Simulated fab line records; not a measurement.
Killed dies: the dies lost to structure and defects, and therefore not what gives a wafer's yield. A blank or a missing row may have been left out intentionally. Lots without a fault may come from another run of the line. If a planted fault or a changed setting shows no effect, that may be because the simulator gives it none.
Matching of chambers    flow n5_finfet    rie_diel-03 running N5_MOL_CONTACT_COAG_ETCH_89: 4 sister chambers
The step etches underlayer in N2/H2, target depth 13 nm, time 10.4 s. 24 wafers are shown with their chamber, then 12 later ones without.

== WAFERS, EACH WITH ITS CHAMBER ==
wafer   chamber  showerhead_plenum_p_Torr (Torr)  drypump_motor_current_A (A)  throttle_valve_pct (%)
L076.2  3        2.43                             5.66                         17.55
L076.4  2        2.64                             5.93                         17.82
L076.6  2        2.65                             5.98                         17.83
L078.2  3        2.43                             5.69                         17.54
L078.4  0        2.50                             5.55                         17.74
L078.5  3        2.43                             5.66                         17.54
L080.2  1        2.45                             5.83                         17.92
L080.4  3        2.43                             5.64                         17.57
L080.5  2        2.64                             5.92                         17.84
L079.4  3        2.43                             5.64                         17.57
L079.5  0        2.50                             5.55                         17.76
L079.6  3        2.43                             5.66                         17.56
L081.3  2        2.64                             5.98                         17.83
L081.5  3        2.43                             5.65                         17.54
L081.6  0        2.50                             5.54                         17.76
L087.1  2        2.64                             5.95                         17.86
L087.2  0        2.50                             5.54                         17.75
L087.6  0        2.50                             5.54                         17.76
L088.2  2        2.64                             6.01                         17.85
L088.5  3        2.42                             5.67                         17.58
L088.6  2        2.64                             5.97                         17.86
L091.3  1        2.44                             5.77                         17.96
L091.4  0        2.49                             5.55                         17.78
L091.5  3        2.42                             5.64                         17.62

SIGNATURES, as means of the wafers listed above
reading                   chamber 0  chamber 1  chamber 2  chamber 3  scatter within a chamber
showerhead_plenum_p_Torr  2.4983     2.4450     2.6414     2.4278     0.00433
drypump_motor_current_A   5.5450     5.8000     5.9629     5.6567     0.0225
throttle_valve_pct        17.7583    17.9400    17.8414    17.5633    0.0207
Rule: for each reading, subtract the chamber's mean from the wafer's reading, divide by that reading's scatter and square the result; add these up over the readings and take the root, which gives the wafer's distance from the chamber. If the next closest chamber is less than 2 further off than the closest, the wafer can't be placed; otherwise it belongs to the closest. The scatter is the square root of a quotient: the sum, over the shown wafers, of each reading's squared deviation from its chamber's mean, divided by wafers minus chambers.

== WAFERS WITH NO CHAMBER GIVEN ==
wafer   showerhead_plenum_p_Torr (Torr)  drypump_motor_current_A (A)  throttle_valve_pct (%)
L092.1  2.44                             5.79                         17.98
L092.2  2.63                             6.00                         17.86
L092.3  2.42                             5.66                         17.62
L092.4  2.49                             5.53                         17.80
L092.5  2.63                             5.94                         17.88
L092.6  2.42                             5.69                         17.61
L094.2  2.44                             5.77                         17.98
L094.3  2.42                             5.65                         17.61
L094.4  2.63                             5.95                         17.91
L095.1  2.49                             5.54                         17.80
L095.2  2.63                             5.98                         17.90
L095.6  2.41                             5.68                         17.61

== THE CHAMBER EACH PASSED THROUGH ==
wafer   from the rows above  in truth
L092.1  1                    1
L092.2  2                    2
L092.3  3                    3
L092.4  0                    0
L092.5  2                    2
L092.6  3                    3
L094.2  1                    1
L094.3  3                    3
L094.4  2                    2
L095.1  0                    0
L095.2  2                    2
L095.6  3                    3
Placed correctly: 12 of 12. From these rows, 0 cannot be placed. Placed wrongly: 0.
